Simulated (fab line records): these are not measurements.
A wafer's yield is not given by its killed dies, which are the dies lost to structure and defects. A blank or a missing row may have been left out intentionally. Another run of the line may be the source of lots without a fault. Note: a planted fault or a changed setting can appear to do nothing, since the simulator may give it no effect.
fab line records    flow n5-finfet
[record] lots = 24  wafers = 72  last-day = 20
route steps=1938 shown SD_ACTIVATION@334 ILD0@339 SDB@365 HKMG_FIN@413
lots that met no fault: taken from a fault-free run of the same line
start-h: the number of hours between the record's first day and the start of the first shown wafer of the lot    wait-h: time in hours since the lot's previous step    " unchanged from the row above    L1.1+2: one row covering several wafers at once    - no value, or no start given    * or withheld: withheld    < > ~ a bound
route shown NAME@n: NAME is a module with steps in the file, n the number in the route of the first one    usual: mean/standard deviation of fault-free wafers    same: alike in all rows    chamber/n: place in a boat    sites: per-site readings    _std_site: standard deviation of those values    _edge_site: the outer-site mean with the inner-site mean subtracted    radius-mm: for every site, how far away it sits from the centre of the wafer    mask NAME#n: copy n    behind: tool/chamber where the wafer was last shaped    hold: what put the lot on hold/how long, in hours/how the hold closed    device: whichever transistor did not switch (one of n, p or np)    end of line: tests of these same wafers at the route's end    a step given without rows: its recipe and nothing more    killed: at the first sort, the dies lost to defects and structure; wafer yield is something else    map: the dies of a wafer, with x for killed, . for not killed, _ for no die there
set.NAME: the run value of the setting; set.NAME@STEP: its run value at that earlier step    model.NAME: the simulator's own value behind a step, which no gauge read
steps of the route over a sample of lots; a table a step, a row a wafer
services: when a tool's chamber went out of use (start-h, in hours from the record's first day, below 0 if earlier), for how many hours, and the reason
[[steps]]
[step N5_SD_ACTIVATION_INSPECT_02]
[recipe] inspect-instrument = darkfield  mode = post-anneal
[usual] raw-defect-count = 172/34
lot.wafer  tool               chamber  start-h  wait-h  raw-defect-count
L074.2     defect-inspect-02  -        59.89    0.1     157
L074.3     "                  -        "        "       201
L074.5     "                  -        "        "       203
L075.1     defect-inspect-02  -        68.86    0.4     172
L075.5     "                  -        "        "       211
L075.6     "                  -        "        "       218
L076.2     defect-inspect-02  -        71.39    0.1     180
L076.3     "                  -        "        "       186
L076.5     "                  -        "        "       224
L077.4     defect-inspect-01  -        78.01    0.1     171
L077.5     "                  -        "        "       156
L077.6     "                  -        "        "       159
L078.1     defect-inspect-01  -        84.00    0.2     119
L078.2     "                  -        "        "       126
L078.6     "                  -        "        "       97
L079.3     defect-inspect-02  -        90.53    0.1     154
L079.5     "                  -        "        "       165
L079.6     "                  -        "        "       131
L080.3     defect-inspect-02  -        97.15    0.1     223
L080.4     "                  -        "        "       227
L080.6     "                  -        "        "       221
L081.2     defect-inspect-02  -        103.85   0.1     182
L081.5     "                  -        "        "       212
L081.6     "                  -        "        "       191
L082.2     defect-inspect-01  -        107.64   0.1     149
L082.4     "                  -        "        "       150
L082.5     "                  -        "        "       186
L083.2     defect-inspect-01  -        114.10   0.1     138
L083.5     "                  -        "        "       143
L083.6     "                  -        "        "       148
L084.1     defect-inspect-02  -        119.78   0.2     197
L084.3     "                  -        "        "       191
L084.4     "                  -        "        "       178
L085.1     defect-inspect-02  -        123.61   0.2     186
L085.2     "                  -        "        "       231
L085.5     "                  -        "        "       185
L086.2     defect-inspect-02  -        133.04   0.2     134
L086.4     "                  -        "        "       216
L086.6     "                  -        "        "       198
L087.2     defect-inspect-02  -        139.32   0.1     155
L087.5     "                  -        "        "       155
L087.6     "                  -        "        "       126
L088.1     defect-inspect-01  -        142.32   0.2     150
L088.2     "                  -        "        "       153
L088.4     "                  -        "        "       144
L089.1     defect-inspect-01  -        149.74   0.2     140
L089.2     "                  -        "        "       139
L089.6     "                  -        "        "       126
L090.2     defect-inspect-01  -        158.33   0.1     117
L090.4     "                  -        "        "       172
L090.6     "                  -        "        "       213
L091.2     defect-inspect-01  -        160.46   0.1     125
L091.4     "                  -        "        "       165
L091.6     "                  -        "        "       130
L092.3     defect-inspect-01  -        166.79   0.1     155
L092.4     "                  -        "        "       138
L092.5     "                  -        "        "       160
L093.1     defect-inspect-02  -        174.22   0.2     207
L093.2     "                  -        "        "       211
L093.5     "                  -        "        "       244
L094.2     defect-inspect-02  -        179.70   0.2     161
L094.3     "                  -        "        "       167
L094.5     "                  -        "        "       152
L095.1     defect-inspect-02  -        184.88   0.2     136
L095.4     "                  -        "        "       149
L095.5     "                  -        "        "       142
L096.1     defect-inspect-01  -        191.01   0.2     157
L096.4     "                  -        "        "       147
L096.6     "                  -        "        "       198
L097.1     defect-inspect-02  -        199.01   0.2     152
L097.4     "                  -        "        "       224
L097.6     "                  -        "        "       179
[step N5_ILD0_THK_MEAS_04]
[usual] thk-nm = 197.1/1
lot.wafer  tool           chamber  start-h  wait-h  thk-nm
L074.2     film-metro-01  -        62.95    -       196.0
L074.3     "              -        "        "       195.1
L074.5     "              -        "        "       195.2
L075.1     film-metro-01  -        71.93    -       197.3
L075.5     "              -        "        "       198.9
L075.6     "              -        "        "       198.0
L076.2     film-metro-02  -        75.38    -       196.8
L076.3     "              -        "        "       197.7
L076.5     "              -        "        "       198.2
L077.4     film-metro-01  -        80.83    -       196.7
L077.5     "              -        "        "       196.7
L077.6     "              -        "        "       197.6
L078.1     film-metro-02  -        86.71    -       197.3
L078.2     "              -        "        "       197.4
L078.6     "              -        "        "       198.5
L079.3     film-metro-01  -        93.22    -       198.0
L079.5     "              -        "        "       197.6
L079.6     "              -        "        "       197.3
L080.3     film-metro-02  -        100.21   -       196.9
L080.4     "              -        "        "       196.5
L080.6     "              -        "        "       196.7
L081.2     film-metro-01  -        106.59   -       194.3
L081.5     "              -        "        "       198.7
L081.6     "              -        "        "       194.5
L082.2     film-metro-02  -        110.53   -       196.5
L082.4     "              -        "        "       195.7
L082.5     "              -        "        "       197.1
L083.2     film-metro-02  -        118.06   -       196.4
L083.5     "              -        "        "       198.1
L083.6     "              -        "        "       198.8
L084.1     film-metro-02  -        122.50   -       197.0
L084.3     "              -        "        "       197.9
L084.4     "              -        "        "       197.2
L085.1     film-metro-02  -        126.35   -       198.7
L085.2     "              -        "        "       198.6
L085.5     "              -        "        "       197.6
L086.2     film-metro-01  -        135.95   -       197.7
L086.4     "              -        "        "       198.0
L086.6     "              -        "        "       197.2
L087.2     film-metro-01  -        142.43   -       196.2
L087.5     "              -        "        "       197.6
L087.6     "              -        "        "       196.1
L088.1     film-metro-02  -        145.71   -       196.7
L088.2     "              -        "        "       196.8
L088.4     "              -        "        "       196.8
L089.1     film-metro-02  -        152.44   -       196.7
L089.2     "              -        "        "       198.0
L089.6     "              -        "        "       195.8
L090.2     film-metro-02  -        161.02   -       196.9
L090.4     "              -        "        "       197.6
L090.6     "              -        "        "       197.0
L091.2     film-metro-02  -        163.17   -       197.0
L091.4     "              -        "        "       196.4
L091.6     "              -        "        "       197.6
L092.3     film-metro-02  -        169.55   -       198.2
L092.4     "              -        "        "       196.3
L092.5     "              -        "        "       196.8
L093.1     film-metro-02  -        178.42   -       197.0
L093.2     "              -        "        "       198.2
L093.5     "              -        "        "       197.2
L094.2     film-metro-02  -        182.80   -       195.7
L094.3     "              -        "        "       196.9
L094.5     "              -        "        "       195.0
L095.1     film-metro-02  -        188.67   -       196.4
L095.4     "              -        "        "       196.6
L095.5     "              -        "        "       196.8
L096.1     film-metro-02  -        194.50   -       196.7
L096.4     "              -        "        "       198.3
L096.6     "              -        "        "       197.0
L097.1     film-metro-02  -        202.27   -       197.0
L097.4     "              -        "        "       197.1
L097.6     "              -        "        "       197.9
[step N5_SDB_STRIP_22]
[recipe] chemistry = N2/H2  power-w = 1000  temp-c = 250  h2-frac = 0.65  overash-fraction = 0.3  pressure-mtorr = withheld  n2-flow-sccm = 1750  h2-flow-sccm = 3250
[usual] drypump-motor-current-A = 5.7/0.66  heater-power-w = 327/50  oes-product-au = 0.715/0.0046  strip-time-to-endpoint-s = 96.45/0.29
lot.wafer  tool             chamber  start-h  wait-h  drypump-motor-current-A  heater-power-w  oes-product-au  rf-hours-counter-h  strip-time-to-endpoint-s
L074.2     plasma-asher-01  1        67.92    0.1     4.7                      341             0.715           34                  96.30
L074.3     "                1        "        "       4.7                      342             0.715           -                   96.30
L074.5     "                0        "        "       5.8                      281             0.717           -                   96.22
L075.1     plasma-asher-02  0        76.39    0.1     6.1                      272             0.714           86                  96.32
L075.5     "                0        "        "       6.1                      279             0.714           -                   96.06
L075.6     "                1        "        "       6.5                      418             0.714           -                   96.27
L076.2     plasma-asher-01  1        80.15    0.1     4.7                      335             0.723           37                  96.30
L076.3     "                1        "        "       4.7                      348             0.714           -                   96.58
L076.5     "                1        "        "       4.8                      335             0.715           -                   96.60
L077.4     plasma-asher-01  1        85.19    0.1     4.7                      346             0.716           -                   96.39
L077.5     "                0        "        "       5.8                      287             0.711           -                   96.46
L077.6     "                1        "        "       4.7                      336             0.714           -                   96.22
L078.1     plasma-asher-01  1        91.20    0.1     4.7                      334             0.718           39                  96.12
L078.2     "                0        "        "       5.8                      286             0.715           39                  96.26
L078.6     "                0        "        "       5.8                      284             0.710           -                   96.22
L079.3     plasma-asher-01  1        97.82    0.1     4.7                      344             0.709           -                   96.27
L079.5     "                1        "        "       4.8                      340             0.719           -                   96.16
L079.6     "                0        "        "       5.8                      276             0.714           -                   96.14
L080.3     plasma-asher-01  1        105.41   0.1     4.7                      341             0.709           -                   96.12
L080.4     "                0        "        "       5.8                      288             0.725           -                   96.30
L080.6     "                0        "        "       5.8                      288             0.716           -                   96.37
L081.2     plasma-asher-01  0        111.21   0.1     5.8                      285             0.716           45                  96.70
L081.5     "                1        "        "       4.7                      336             0.714           -                   96.47
L081.6     "                0        "        "       5.8                      294             0.710           -                   96.45
L082.2     plasma-asher-01  1        115.16   0.1     4.7                      344             0.712           46                  96.84
L082.4     "                0        "        "       5.8                      295             0.714           -                   96.89
L082.5     "                1        "        "       4.7                      343             0.718           -                   96.99
L083.2     plasma-asher-01  1        122.51   0.1     4.7                      348             0.715           48                  96.72
L083.5     "                0        "        "       5.8                      289             0.710           -                   96.14
L083.6     "                1        "        "       4.7                      346             0.719           -                   96.32
L084.1     plasma-asher-01  0        127.20   0.1     5.8                      287             0.721           49                  96.18
L084.3     "                1        "        "       4.7                      344             0.712           -                   96.29
L084.4     "                0        "        "       5.8                      291             0.709           -                   96.14
L085.1     plasma-asher-02  0        130.80   0.1     6.1                      274             0.714           95                  96.78
L085.2     "                1        "        "       6.5                      412             0.722           95                  96.60
L085.5     "                0        "        "       6.1                      276             0.714           -                   96.30
L086.2     plasma-asher-02  0        140.61   0.1     6.1                      279             0.723           97                  96.69
L086.4     "                0        "        "       6.1                      281             0.721           -                   96.60
L086.6     "                0        "        "       6.1                      282             0.709           -                   96.39
L087.2     plasma-asher-02  0        147.05   0.1     6.1                      288             0.714           98                  96.03
L087.5     "                0        "        "       6.1                      273             0.710           -                   96.16
L087.6     "                1        "        "       6.5                      411             0.714           -                   96.26
L088.1     plasma-asher-02  1        150.04   0.1     6.5                      408             0.713           98                  97.08
L088.2     "                0        "        "       6.1                      275             0.713           98                  97.35
L088.4     "                0        "        "       6.1                      283             0.708           -                   97.02
L089.1     plasma-asher-02  0        156.78   0.1     6.1                      281             0.712           99                  96.74
L089.2     "                1        "        "       6.5                      408             0.720           99                  96.73
L089.6     "                1        "        "       6.5                      409             0.717           -                   96.18
L090.2     plasma-asher-02  0        165.47   0.1     6.1                      287             0.711           101                 96.34
L090.4     "                0        "        "       6.1                      283             0.720           -                   96.28
L090.6     "                1        "        "       6.5                      407             0.716           -                   96.08
L091.2     plasma-asher-02  0        168.10   0.1     6.1                      282             0.709           102                 96.49
L091.4     "                1        "        "       6.5                      414             0.713           -                   96.52
L091.6     "                0        "        "       6.1                      278             0.717           -                   96.05
L092.3     plasma-asher-01  0        174.38   0.1     5.8                      271             0.714           -                   96.59
L092.4     "                1        "        "       4.7                      328             0.721           -                   96.30
L092.5     "                1        "        "       4.7                      338             0.717           -                   96.61
L093.1     plasma-asher-02  0        183.11   0.1     6.1                      270             0.723           105                 96.95
L093.2     "                1        "        "       6.5                      418             0.715           105                 96.15
L093.5     "                0        "        "       6.1                      274             0.724           -                   96.31
L094.2     plasma-asher-01  0        187.24   0.1     5.8                      287             0.716           61                  96.34
L094.3     "                1        "        "       4.7                      347             0.723           -                   96.47
L094.5     "                0        "        "       5.8                      292             0.712           -                   96.36
L095.1     plasma-asher-02  0        193.47   0.1     6.1                      283             0.715           107                 95.73
L095.4     "                0        "        "       6.1                      279             0.714           -                   96.53
L095.5     "                0        "        "       6.1                      274             0.715           -                   96.45
L096.1     plasma-asher-01  0        198.84   0.1     5.8                      292             0.709           63                  96.39
L096.4     "                1        "        "       4.7                      344             0.714           -                   96.39
L096.6     "                0        "        "       5.8                      283             0.714           -                   96.85
L097.1     plasma-asher-01  0        207.01   0.1     5.8                      288             0.712           65                  96.51
L097.4     "                1        "        "       4.7                      346             0.717           -                   96.29
L097.6     "                1        "        "       4.8                      342             0.714           -                   96.52
[step N5_SDB_CMP_30]
[recipe] stop-on = poly-Si  t-overpolish-s = 1.54  post-cmp-clean = alkaline-brush  down-force-psi = 4.1491  platen-rpm = 51.796  pad-velocity-m-s = 1.0306  target-thk-nm = 30
[usual] head-pressure-psi = 4.149/0.0098  motor-current-A = 12.2/0.72  overpolish-run-s = 1.541/0.0094  slurry-flow-ml-min = 150.0/0.46  time-to-endpoint-s = 17.0/2
lot.wafer  tool    chamber  start-h  wait-h  head-pressure-psi  motor-current-A  overpolish-run-s  slurry-flow-ml-min  time-to-endpoint-s
L074.3     cmp-04  2        71.21    1.4     4.149              12.8             1.535             150.2               18.4
L074.2     "       0        "        "       4.143              12.6             1.527             149.6               17.8
L074.5     "       1        "        "       4.145              12.4             1.562             150.8               20.0
L075.1     cmp-04  0        79.66    1.4     4.130              11.9             1.523             149.3               20.0
L075.6     "       3        "        "       4.151              13.7             1.536             150.1               19.3
L075.5     "       0        "        "       4.138              12.4             1.554             150.0               20.4
L076.3     cmp-02  3        83.70    1.4     4.142              12.4             1.547             150.0               17.0
L076.2     "       0        "        "       4.163              11.2             1.538             150.4               17.6
L076.5     "       2        "        "       4.146              11.7             1.549             150.6               17.4
L077.4     cmp-01  0        88.50    1.5     4.155              12.4             1.541             149.9               19.5
L077.6     "       2        "        "       4.136              12.2             1.523             150.0               18.8
L077.5     "       3        "        "       4.155              11.2             1.550             149.9               17.6
L078.2     cmp-01  1        94.74    1.4     4.153              12.3             1.548             150.2               15.9
L078.1     "       3        "        "       4.139              12.2             1.543             150.5               16.2
L078.6     "       2        "        "       4.152              11.9             1.542             149.4               15.8
L079.3     cmp-02  2        101.11   1.4     4.145              11.9             1.549             149.5               16.2
L079.6     "       1        "        "       4.150              11.8             1.516             149.7               17.0
L079.5     "       2        "        "       4.158              12.0             1.544             149.8               17.7
L080.4     cmp-04  1        108.59   1.4     4.144              11.9             1.548             150.3               17.3
L080.3     "       2        "        "       4.159              12.7             1.537             150.1               16.2
L080.6     "       1        "        "       4.147              12.0             1.544             150.5               18.9
L081.2     cmp-04  2        114.74   1.6     4.168              12.5             1.546             150.0               18.2
L081.6     "       3        "        "       4.146              13.7             1.547             150.1               12.2
L081.5     "       0        "        "       4.127              12.3             1.530             149.5               16.2
L082.4     cmp-01  1        118.73   1.6     4.165              12.0             1.532             150.5               17.0
L082.2     "       3        "        "       4.144              11.4             1.531             149.8               13.7
L082.5     "       1        "        "       4.160              12.5             1.550             149.7               14.4
L083.2     cmp-01  3        125.77   1.4     4.151              11.7             1.534             149.5               14.7
L083.6     "       3        "        "       4.158              12.0             1.546             149.1               15.2
L083.5     "       0        "        "       4.162              12.1             1.538             149.7               14.7
L084.1     cmp-02  2        130.46   1.4     4.149              12.0             1.540             149.9               18.4
L084.3     "       3        "        "       4.139              11.8             1.534             150.2               19.6
L084.4     "       0        "        "       4.146              11.5             1.537             150.5               19.4
L085.1     cmp-02  3        134.45   1.6     4.146              12.0             1.548             149.9               17.0
L085.2     "       1        "        "       4.175              11.7             1.532             149.0               14.0
L085.5     "       0        "        "       4.136              11.8             1.555             150.0               16.7
L086.2     cmp-02  1        143.87   1.4     4.161              12.0             1.557             151.1               16.0
L086.4     "       3        "        "       4.159              12.4             1.547             150.7               17.7
L086.6     "       1        "        "       4.168              11.6             1.531             149.6               14.7
L087.2     cmp-04  1        150.27   1.4     4.150              12.0             1.526             150.0               15.2
L087.6     "       1        "        "       4.148              12.0             1.538             149.7               17.1
L087.5     "       2        "        "       4.132              13.3             1.530             149.9               15.9
L088.2     cmp-01  3        153.26   1.4     4.148              12.3             1.529             149.8               15.9
L088.4     "       0        "        "       4.150              12.0             1.540             150.7               16.0
L088.1     "       1        "        "       4.139              12.0             1.549             149.9               17.9
L089.2     cmp-02  0        160.04   1.4     4.164              11.0             1.560             149.5               19.6
L089.1     "       2        "        "       4.139              12.0             1.544             150.6               15.6
L089.6     "       3        "        "       4.145              12.1             1.537             149.7               16.2
L090.4     cmp-02  0        169.10   1.5     4.145              11.3             1.541             150.5               16.8
L090.2     "       1        "        "       4.139              11.4             1.541             150.1               16.6
L090.6     "       2        "        "       4.149              11.6             1.528             151.1               15.6
L091.2     cmp-01  3        171.80   1.4     4.163              12.9             1.546             150.3               15.8
L091.4     "       0        "        "       4.137              12.3             1.545             149.7               16.5
L091.6     "       3        "        "       4.143              12.1             1.560             150.9               15.1
L092.3     cmp-04  0        177.78   1.5     4.141              12.4             1.540             149.7               18.2
L092.4     "       1        "        "       4.138              12.4             1.546             150.1               18.1
L092.5     "       2        "        "       4.158              12.7             1.533             149.9               16.1
L093.1     cmp-01  3        186.41   1.5     4.152              12.4             1.561             150.2               14.0
L093.2     "       0        "        "       4.123              12.9             1.543             149.8               13.8
L093.5     "       1        "        "       4.143              12.4             1.535             150.2               14.5
L094.3     cmp-04  3        190.97   1.4     4.148              13.6             1.556             149.8               19.8
L094.2     "       0        "        "       4.170              12.0             1.531             149.9               19.2
L094.5     "       0        "        "       4.153              11.7             1.562             150.5               20.6
L095.4     cmp-01  3        196.69   1.4     4.148              11.9             1.547             149.7               13.0
L095.1     "       2        "        "       4.146              12.3             1.543             149.3               17.1
L095.5     "       3        "        "       4.130              12.1             1.543             149.5               12.2
L096.1     cmp-04  1        202.51   1.5     4.140              11.9             1.537             149.1               18.8
L096.4     "       2        "        "       4.148              12.6             1.538             149.5               17.3
L096.6     "       1        "        "       4.150              12.7             1.540             149.3               17.1
L097.1     cmp-01  0        212.09   1.4     4.139              12.2             1.561             150.6               17.5
L097.4     "       2        "        "       4.144              12.7             1.546             149.6               18.8
L097.6     "       0        "        "       4.162              12.3             1.551             149.8               14.8
[step N5_SDB_INSPECT_36]
[recipe] inspect-instrument = darkfield  mode = post-cmp
[usual] raw-defect-count = 39/21
lot.wafer  tool               chamber  start-h  wait-h  raw-defect-count
L074.2     defect-inspect-02  -        71.49    0.0     19
L074.3     "                  -        "        "       47
L074.5     "                  -        "        "       57
L075.1     defect-inspect-02  -        79.94    0.0     77
L075.5     "                  -        "        "       45
L075.6     "                  -        "        "       39
L076.2     defect-inspect-02  -        83.98    0.0     72
L076.3     "                  -        "        "       45
L076.5     "                  -        "        "       54
L077.4     defect-inspect-01  -        88.74    0.0     17
L077.5     "                  -        "        "       11
L077.6     "                  -        "        "       51
L078.1     defect-inspect-02  -        95.05    0.0     37
L078.2     "                  -        "        "       40
L078.6     "                  -        "        "       42
L079.3     defect-inspect-02  -        101.40   0.0     31
L079.5     "                  -        "        "       11
L079.6     "                  -        "        "       38
L080.3     defect-inspect-02  -        108.91   0.0     85
L080.4     "                  -        "        "       61
L080.6     "                  -        "        "       74
L081.2     defect-inspect-02  -        114.95   0.0     9
L081.5     "                  -        "        "       12
L081.6     "                  -        "        "       27
L082.2     defect-inspect-01  -        119.01   0.0     17
L082.4     "                  -        "        "       26
L082.5     "                  -        "        "       17
L083.2     defect-inspect-01  -        126.09   0.0     37
L083.5     "                  -        "        "       55
L083.6     "                  -        "        "       51
L084.1     defect-inspect-02  -        130.74   0.0     62
L084.3     "                  -        "        "       55
L084.4     "                  -        "        "       34
L085.1     defect-inspect-02  -        134.76   0.0     17
L085.2     "                  -        "        "       30
L085.5     "                  -        "        "       30
L086.2     defect-inspect-01  -        144.15   0.0     27
L086.4     "                  -        "        "       30
L086.6     "                  -        "        "       27
L087.2     defect-inspect-02  -        150.59   0.0     37
L087.5     "                  -        "        "       57
L087.6     "                  -        "        "       24
L088.1     defect-inspect-02  -        153.58   0.0     22
L088.2     "                  -        "        "       25
L088.4     "                  -        "        "       17
L089.1     defect-inspect-02  -        160.32   0.0     71
L089.2     "                  -        "        "       77
L089.6     "                  -        "        "       82
L090.2     defect-inspect-01  -        169.35   0.0     25
L090.4     "                  -        "        "       31
L090.6     "                  -        "        "       40
L091.2     defect-inspect-01  -        172.28   0.2     15
L091.4     "                  -        "        "       20
L091.6     "                  -        "        "       19
L092.3     defect-inspect-01  -        178.03   0.0     28
L092.4     "                  -        "        "       29
L092.5     "                  -        "        "       31
L093.1     defect-inspect-01  -        186.66   0.0     23
L093.2     "                  -        "        "       26
L093.5     "                  -        "        "       28
L094.2     defect-inspect-02  -        191.29   0.0     30
L094.3     "                  -        "        "       57
L094.5     "                  -        "        "       38
L095.1     defect-inspect-01  -        197.01   0.0     31
L095.4     "                  -        "        "       14
L095.5     "                  -        "        "       12
L096.1     defect-inspect-02  -        202.83   0.0     56
L096.4     "                  -        "        "       78
L096.6     "                  -        "        "       50
L097.1     defect-inspect-01  -        212.37   0.0     56
L097.4     "                  -        "        "       39
L097.6     "                  -        "        "       51
[step N5_HKMG_FIN_CVD_62]
[recipe] material = a-Si  target-thk-a = 30  temp-c = 500  precursor = Si2H6  pressure-torr = 1  time-s = 20.8
[usual] heater-power-w = 1370/79
lot.wafer  tool               chamber  start-h  wait-h  heater-power-w  since-wet-clean-h
L074.2     thermal-cvd-si-02  1        74.85    0.2     1459            858
L074.3     "                  0        "        "       1311            858
L074.5     "                  2        "        "       1428            -
L075.1     thermal-cvd-si-01  1        83.29    0.2     1228            138
L075.5     "                  2        "        "       1295            -
L075.6     "                  0        "        "       1394            -
L076.2     thermal-cvd-si-02  2        87.34    0.2     1410            871
L076.3     "                  0        "        "       1353            871
L076.5     "                  2        "        "       1433            -
L077.4     thermal-cvd-si-01  0        92.36    0.2     1373            -
L077.5     "                  2        "        "       1312            -
L077.6     "                  1        "        "       1229            -
L078.1     thermal-cvd-si-02  0        98.42    0.2     1345            882
L078.2     "                  1        "        "       1473            882
L078.6     "                  2        "        "       1394            -
L079.3     thermal-cvd-si-01  2        105.12   0.2     1326            160
L079.5     "                  1        "        "       1235            -
L079.6     "                  2        "        "       1300            -
L080.3     thermal-cvd-si-02  0        112.92   0.2     1420            896
L080.4     "                  0        "        "       1361            -
L080.6     "                  1        "        "       1481            -
L081.2     thermal-cvd-si-01  0        118.59   0.2     1418            173
L081.5     "                  1        "        "       1209            -
L081.6     "                  2        "        "       1341            -
L082.2     thermal-cvd-si-02  2        122.41   0.2     1458            906
L082.4     "                  0        "        "       1377            -
L082.5     "                  2        "        "       1436            -
L083.2     thermal-cvd-si-01  1        129.77   0.2     1262            184
L083.5     "                  1        "        "       1236            -
L083.6     "                  2        "        "       1322            -
L084.1     thermal-cvd-si-02  2        134.17   0.2     1447            918
L084.3     "                  1        "        "       1448            918
L084.4     "                  0        "        "       1368            -
L085.1     thermal-cvd-si-01  2        138.26   0.2     1312            193
L085.2     "                  0        "        "       1432            193
L085.5     "                  0        "        "       1399            -
L086.2     thermal-cvd-si-02  1        147.50   0.2     1465            931
L086.4     "                  1        "        "       1488            -
L086.6     "                  2        "        "       1439            -
L087.2     thermal-cvd-si-01  1        154.14   0.2     1236            209
L087.5     "                  0        "        "       1408            -
L087.6     "                  2        "        "       1329            -
L088.1     thermal-cvd-si-02  2        156.98   0.2     1378            940
L088.2     "                  0        "        "       1345            940
L088.4     "                  2        "        "       1432            -
L089.1     thermal-cvd-si-01  2        163.72   0.2     1280            218
L089.2     "                  1        "        "       1244            218
L089.6     "                  0        "        "       1394            -
L090.2     thermal-cvd-si-02  2        173.17   0.2     1464            957
L090.4     "                  2        "        "       1446            -
L090.6     "                  0        "        "       1328            -
L091.2     thermal-cvd-si-01  2        176.01   0.2     1279            231
L091.4     "                  1        "        "       1234            -
L091.6     "                  2        "        "       1348            -
L092.3     thermal-cvd-si-02  1        181.38   0.2     1434            965
L092.4     "                  1        "        "       1439            -
L092.5     "                  2        "        "       1440            -
L093.1     thermal-cvd-si-01  1        190.18   0.2     1234            245
L093.2     "                  2        "        "       1294            245
L093.5     "                  0        "        "       1399            -
L094.2     thermal-cvd-si-02  1        197.79   0.2     1446            981
L094.3     "                  2        "        "       1420            981
L094.5     "                  2        "        "       1431            -
L095.1     thermal-cvd-si-01  2        200.61   0.2     1285            255
L095.4     "                  1        "        "       1215            -
L095.5     "                  0        "        "       1426            -
L096.1     thermal-cvd-si-02  2        206.12   0.2     1443            990
L096.4     "                  1        "        "       1479            -
L096.6     "                  0        "        "       1390            -
L097.1     thermal-cvd-si-01  1        215.61   0.2     1263            270
L097.4     "                  0        "        "       1414            -
L097.6     "                  2        "        "       1335            -
[[services]]
tool               chamber  start-h  hours  kind
cmp-01             -        59.45    6.1    repair
plasma-asher-02    -        60.41    7.1    repair
cmp-02             -        107.60   12.0   pm
cmp-02             -        119.64   4.0    pm
cmp-02             -        123.64   -      consumable-replace:conditioner
cmp-02             -        123.64   -      consumable-replace:pad
cmp-04             -        129.63   10.0   pm
cmp-01             -        131.77   4.0    pm
cmp-01             -        135.77   -      consumable-replace:conditioner
cmp-01             -        135.77   -      consumable-replace:pad
thermal-cvd-si-01  0        150.24   2.3    repair
thermal-cvd-si-02  -        157.27   1.7    repair
cmp-01             -        159.13   2.1    repair
cmp-02             -        201.20   1.1    repair
cmp-01             -        203.65   1.3    repair
[[key]]
fault none
